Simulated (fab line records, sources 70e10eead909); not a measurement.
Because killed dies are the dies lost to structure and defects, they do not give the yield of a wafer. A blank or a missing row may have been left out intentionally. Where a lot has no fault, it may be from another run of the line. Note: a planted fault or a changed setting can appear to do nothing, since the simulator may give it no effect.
Chamber matching + flow nand_harc + 4 sister chambers for NHARC_P_M1_ETCH_35 on rie_diel-03
The step etches the open film in N2/H2, target depth 40 nm, overetch 12 nm, time 43.94 s. 14 wafers are shown with their chamber, then 7 later ones without.

## WAFERS WITH THEIR CHAMBER
| wafer  | chamber | drypump_motor_current_A (A) | oes_product_au (a.u.) | rf_vpp_V (V) |
|--------|---------|-----------------------------|-----------------------|--------------|
| L773.1 | 0       | 5.9                         | 1.006                 | 432.8        |
| L773.2 | 1       | 5.0                         | 1.021                 | 429.2        |
| L773.3 | 2       | 5.2                         | 0.995                 | 435.4        |
| L774.1 | 0       | 5.9                         | 1.013                 | 431.4        |
| L774.4 | 2       | 5.2                         | 0.993                 | 432.7        |
| L774.5 | 1       | 5.0                         | 1.025                 | 428.6        |
| L776.1 | 3       | 5.4                         | 0.985                 | 432.7        |
| L776.2 | 0       | 6.0                         | 1.008                 | 433.9        |
| L776.4 | 1       | 5.0                         | 1.007                 | 429.3        |
| L778.1 | 0       | 5.9                         | 0.994                 | 433.8        |
| L778.3 | 3       | 5.4                         | 0.986                 | 431.7        |
| L778.4 | 1       | 5.0                         | 1.005                 | 429.6        |
| L779.4 | 0       | 5.9                         | 1.015                 | 432.7        |
| L779.5 | 1       | 5.0                         | 1.008                 | 429.5        |

SIGNATURES (averages over the wafers above)
| reading                 | chamber 0 | chamber 1 | chamber 2 | chamber 3 | scatter within a chamber |
|-------------------------|-----------|-----------|-----------|-----------|--------------------------|
| drypump_motor_current_A | 5.920     | 5.000     | 5.200     | 5.400     | 0.0283                   |
| oes_product_au          | 1.00720   | 1.01320   | 0.99400   | 0.98550   | 0.00779                  |
| rf_vpp_V                | 432.920   | 429.240   | 434.050   | 432.200   | 0.942                    |
Rule: a wafer lies at a distance from a chamber equal to the root of the sum of squares, over the readings, of (its reading less the chamber's mean, divided by the reading's scatter). The wafer belongs to the nearest chamber; if the next one is less than 2 further off, it can't be placed. The scatter: take each reading less its chamber's mean, square it, sum over the shown wafers, divide by the number of wafers less the number of chambers, and take the root.

## WAFERS WITHOUT THEIR CHAMBER
| wafer  | drypump_motor_current_A (A) | oes_product_au (a.u.) | rf_vpp_V (V) |
|--------|-----------------------------|-----------------------|--------------|
| L779.6 | 5.9                         | 0.997                 | 432.8        |
| L790.3 | 5.4                         | 0.991                 | 433.3        |
| L790.4 | 5.0                         | 0.988                 | 430.3        |
| L790.5 | 5.0                         | 0.987                 | 428.8        |
| L794.2 | 6.0                         | 1.004                 | 432.9        |
| L794.4 | 5.2                         | 1.009                 | 433.1        |
| L794.6 | 5.4                         | 0.991                 | 432.4        |

## EACH ONE'S CHAMBER
| wafer  | from the rows above | in truth |
|--------|---------------------|----------|
| L779.6 | 0                   | 0        |
| L790.3 | 3                   | 3        |
| L790.4 | 1                   | 1        |
| L790.5 | 1                   | 1        |
| L794.2 | 0                   | 0        |
| L794.4 | 2                   | 2        |
| L794.6 | 3                   | 3        |
Placed correctly: 7 of 7. Not placeable from these rows: 0. Placed wrongly: 0.
